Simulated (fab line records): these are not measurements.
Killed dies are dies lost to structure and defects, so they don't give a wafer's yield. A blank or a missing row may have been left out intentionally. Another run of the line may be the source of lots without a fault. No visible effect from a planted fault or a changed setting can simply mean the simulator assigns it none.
Which tool is to blame? :: flow n5-finfet :: 11 lots, 33 wafers sampled, at 4 steps of a route of 1938

== WHAT THE GAUGES READ, wafer by wafer ==
N5_BEOL_M12_INSPECT_12: inspects for defects (macro).
lot: L929
measured: day 10 12:32
on: defect-inspect-02
raw-defect-count: 4 2 0

lot: L930
measured: day 10 18:54
on: defect-inspect-01
raw-defect-count: 3 2 2

lot: L935
measured: day 12 03:30
on: defect-inspect-01
raw-defect-count: 5 4 0

lot: L939
measured: day 13 14:01
on: defect-inspect-01
raw-defect-count: 3 0 4

lot: L940
measured: day 13 22:24
on: defect-inspect-01
raw-defect-count: 0 1 1

lot: L944
measured: day 14 08:31
on: defect-inspect-01
raw-defect-count: 3 1 1

lot: L943
measured: day 14 12:37
on: defect-inspect-01
raw-defect-count: 7 2 5

lot: L949
measured: day 16 12:31
on: defect-inspect-02
raw-defect-count: 1 5 1

lot: L950
measured: day 16 20:50
on: defect-inspect-02
raw-defect-count: 1 4 2

lot: L952
measured: day 17 10:23
on: defect-inspect-02
raw-defect-count: 1 2 3

lot: L951
measured: day 18 05:05
on: defect-inspect-02
raw-defect-count: 2 3 3

N5_BEOL_M12_OVL_MEAS_29.
lot: L929
measured: day 10 13:34
on: overlay-01
M12_OVL (nm): 1 -7 -2

lot: L930
measured: day 10 19:57
on: overlay-01
M12_OVL (nm): 1 5 1

lot: L935
measured: day 12 04:23
on: overlay-02
M12_OVL (nm): 6 -2 5

lot: L939
measured: day 13 14:58
on: overlay-01
M12_OVL (nm): 6 4 5

lot: L940
measured: day 13 23:17
on: overlay-01
M12_OVL (nm): 2 4 1

lot: L944
measured: day 14 09:39
on: overlay-01
M12_OVL (nm): -3 3 3

lot: L943
measured: day 14 13:47
on: overlay-01
M12_OVL (nm): -3 0 -9

lot: L949
measured: day 16 13:24
on: overlay-01
M12_OVL (nm): 2 -1 0

lot: L950
measured: day 16 21:50
on: overlay-01
M12_OVL (nm): 3 -3 -4

lot: L952
measured: day 17 11:17
on: overlay-01
M12_OVL (nm): 1 10 -1

lot: L951
measured: day 18 05:58
on: overlay-02
M12_OVL (nm): 9 10 2

== TOOL THAT RAN EACH LOT (tool first, then ch and the chambers of the sampled wafers, then the start) ==
lot: L929
N5_BEOL_M12_ETCH_59: rie-diel-03 ch 1,3, day 10 12:45
N5_BEOL_M12_COAT_22: litho-track-05 ch 0, day 10 13:15

lot: L930
N5_BEOL_M12_ETCH_59: rie-diel-01 ch 0,3, day 10 19:01
N5_BEOL_M12_COAT_22: litho-track-02 ch 0, day 10 19:31

lot: L935
N5_BEOL_M12_ETCH_59: rie-diel-06 ch 0,2,3, day 12 03:34
N5_BEOL_M12_COAT_22: litho-track-02 ch 0, day 12 04:04

lot: L939
N5_BEOL_M12_ETCH_59: rie-diel-03 ch 0,2, day 13 14:09
N5_BEOL_M12_COAT_22: litho-track-05 ch 0, day 13 14:39

lot: L940
N5_BEOL_M12_ETCH_59: rie-diel-03 ch 0,1,2, day 13 22:28
N5_BEOL_M12_COAT_22: litho-track-05 ch 0, day 13 22:59

lot: L944
N5_BEOL_M12_ETCH_59: rie-diel-03 ch 1,3, day 14 08:36
N5_BEOL_M12_COAT_22: litho-track-03 ch 0, day 14 09:13

lot: L943
N5_BEOL_M12_ETCH_59: rie-diel-01 ch 0,1, day 14 12:58
N5_BEOL_M12_COAT_22: litho-track-02 ch 0, day 14 13:28

lot: L949
N5_BEOL_M12_ETCH_59: rie-diel-01 ch 0,2,3, day 16 12:35
N5_BEOL_M12_COAT_22: litho-track-02 ch 0, day 16 13:05

lot: L950
N5_BEOL_M12_ETCH_59: rie-diel-03 ch 1,2,3, day 16 20:54
N5_BEOL_M12_COAT_22: litho-track-05 ch 0, day 16 21:24

lot: L952
N5_BEOL_M12_ETCH_59: rie-diel-01 ch 2,3, day 17 10:28
N5_BEOL_M12_COAT_22: litho-track-05 ch 0, day 17 10:58

lot: L951
N5_BEOL_M12_ETCH_59: rie-diel-01 ch 0,2,3, day 18 05:09
N5_BEOL_M12_COAT_22: litho-track-02 ch 0, day 18 05:39
- N5_BEOL_M12_ETCH_59: etches BARC in N2/H2, target depth 89 nm, overetch 26.7 nm, time 67.9 s.
- N5_BEOL_M12_COAT_22: resist thk 300 nm.

== AS READ BY THE TOOLS THEMSELVES (means over the sampled wafers that have a number; for cases with no such wafer, the mark the record gives instead) ==
N5_BEOL_M12_ETCH_59.
lot: L929
tool: rie-diel-03
chamber-pressure-mTorr (mTorr): 30.02
drypump-motor-current-A (A): 5.4
oes-product-au (a.u.): 0.63
rf-vpp-V (V): 524.3
showerhead-plenum-p-Torr (Torr): 2.54
throttle-valve-pct (%): 17.91

lot: L930
tool: rie-diel-01
chamber-pressure-mTorr (mTorr): 29.98
drypump-motor-current-A (A): 5.6
oes-product-au (a.u.): 0.71
rf-vpp-V (V): 526.0
showerhead-plenum-p-Torr (Torr): 2.63
throttle-valve-pct (%): 17.64

lot: L935
tool: rie-diel-06
chamber-pressure-mTorr (mTorr): 29.98
drypump-motor-current-A (A): 5.5
oes-product-au (a.u.): 0.66
rf-vpp-V (V): 523.9
showerhead-plenum-p-Torr (Torr): 2.55
throttle-valve-pct (%): 18.01

lot: L939
tool: rie-diel-03
chamber-pressure-mTorr (mTorr): 30.03
drypump-motor-current-A (A): 6.0
oes-product-au (a.u.): 0.64
rf-vpp-V (V): 523.5
showerhead-plenum-p-Torr (Torr): 2.51
throttle-valve-pct (%): 17.81

lot: L940
tool: rie-diel-03
chamber-pressure-mTorr (mTorr): 29.98
drypump-motor-current-A (A): 5.8
oes-product-au (a.u.): 0.65
rf-vpp-V (V): 523.8
showerhead-plenum-p-Torr (Torr): 2.52
throttle-valve-pct (%): 17.76

lot: L944
tool: rie-diel-03
chamber-pressure-mTorr (mTorr): 30.02
drypump-motor-current-A (A): 5.6
oes-product-au (a.u.): 0.62
rf-vpp-V (V): 523.9
showerhead-plenum-p-Torr (Torr): 2.52
throttle-valve-pct (%): 17.87

lot: L943
tool: rie-diel-01
chamber-pressure-mTorr (mTorr): 30.00
drypump-motor-current-A (A): 5.5
oes-product-au (a.u.): 0.63
rf-vpp-V (V): 526.1
showerhead-plenum-p-Torr (Torr): 2.65
throttle-valve-pct (%): 18.02

lot: L949
tool: rie-diel-01
chamber-pressure-mTorr (mTorr): 29.97
drypump-motor-current-A (A): 5.6
oes-product-au (a.u.): 0.69
rf-vpp-V (V): 524.9
showerhead-plenum-p-Torr (Torr): 2.58
throttle-valve-pct (%): 17.82

lot: L950
tool: rie-diel-03
chamber-pressure-mTorr (mTorr): 29.97
drypump-motor-current-A (A): 5.7
oes-product-au (a.u.): 0.66
rf-vpp-V (V): 523.2
showerhead-plenum-p-Torr (Torr): 2.50
throttle-valve-pct (%): 17.83

lot: L952
tool: rie-diel-01
chamber-pressure-mTorr (mTorr): 29.96
drypump-motor-current-A (A): 5.6
oes-product-au (a.u.): 0.69
rf-vpp-V (V): 523.1
showerhead-plenum-p-Torr (Torr): 2.51
throttle-valve-pct (%): 17.85

lot: L951
tool: rie-diel-01
chamber-pressure-mTorr (mTorr): 30.00
drypump-motor-current-A (A): 5.6
oes-product-au (a.u.): 0.68
rf-vpp-V (V): 523.8
showerhead-plenum-p-Torr (Torr): 2.57
throttle-valve-pct (%): 17.85

N5_BEOL_M12_COAT_22.
lot: L929
tool: litho-track-05
resist-line-temp-C (C): 23.11
spin-speed-rpm (rpm): 2890.3

lot: L930
tool: litho-track-02
resist-line-temp-C (C): 22.96
spin-speed-rpm (rpm): 2887.8

lot: L935
tool: litho-track-02
resist-line-temp-C (C): 23.04
spin-speed-rpm (rpm): 2888.4

lot: L939
tool: litho-track-05
resist-line-temp-C (C): 23.01
spin-speed-rpm (rpm): 2972.2

lot: L940
tool: litho-track-05
resist-line-temp-C (C): 23.10
spin-speed-rpm (rpm): 2973.0

lot: L944
tool: litho-track-03
resist-line-temp-C (C): 23.11
spin-speed-rpm (rpm): 2889.0

lot: L943
tool: litho-track-02
resist-line-temp-C (C): 23.07
spin-speed-rpm (rpm): 2889.4

lot: L949
tool: litho-track-02
resist-line-temp-C (C): 22.84
spin-speed-rpm (rpm): 2885.8

lot: L950
tool: litho-track-05
resist-line-temp-C (C): 22.90
spin-speed-rpm (rpm): 2887.5

lot: L952
tool: litho-track-05
resist-line-temp-C (C): 23.00
spin-speed-rpm (rpm): 2889.0

lot: L951
tool: litho-track-02
resist-line-temp-C (C): 22.95
spin-speed-rpm (rpm): 2887.3

== THE ANSWER, worked out from the rows above alone ==
Rule: the lots themselves supply what counts as usual. The widest of any qualifying gaps counts: lots, ordered by their means at a reading, are off when they make up no more than a third of the lots, leave a main group of 4 or more, and stand apart from it by 3 or more times the standard deviation of that group's means. A main group whose means are all the same, to the digits that the tables above print for the reading, isn't used. Also off: a lot with no number at a reading for which 4 or more lots have one. Any other lot the step has rows for is counted as sound. The gauges are gone through in route order, then the tools' own readings, and for those a lot's mean is taken as printed above. At the first step where some lot is off, the reading lying furthest off is the one used; lots without a number count as furthest.
Off, at N5_BEOL_M12_COAT_22 on spin-speed-rpm: L939, L940. The main group: mean 2888.3 rpm, standard deviation 1.3.
A tool fits if, at that step or a process step before it, it ran every lot that is off, and no sound lot after the first of them. Not one of the candidates tried fits.

== WHAT WAS PUT IN BY THE SIMULATOR ==
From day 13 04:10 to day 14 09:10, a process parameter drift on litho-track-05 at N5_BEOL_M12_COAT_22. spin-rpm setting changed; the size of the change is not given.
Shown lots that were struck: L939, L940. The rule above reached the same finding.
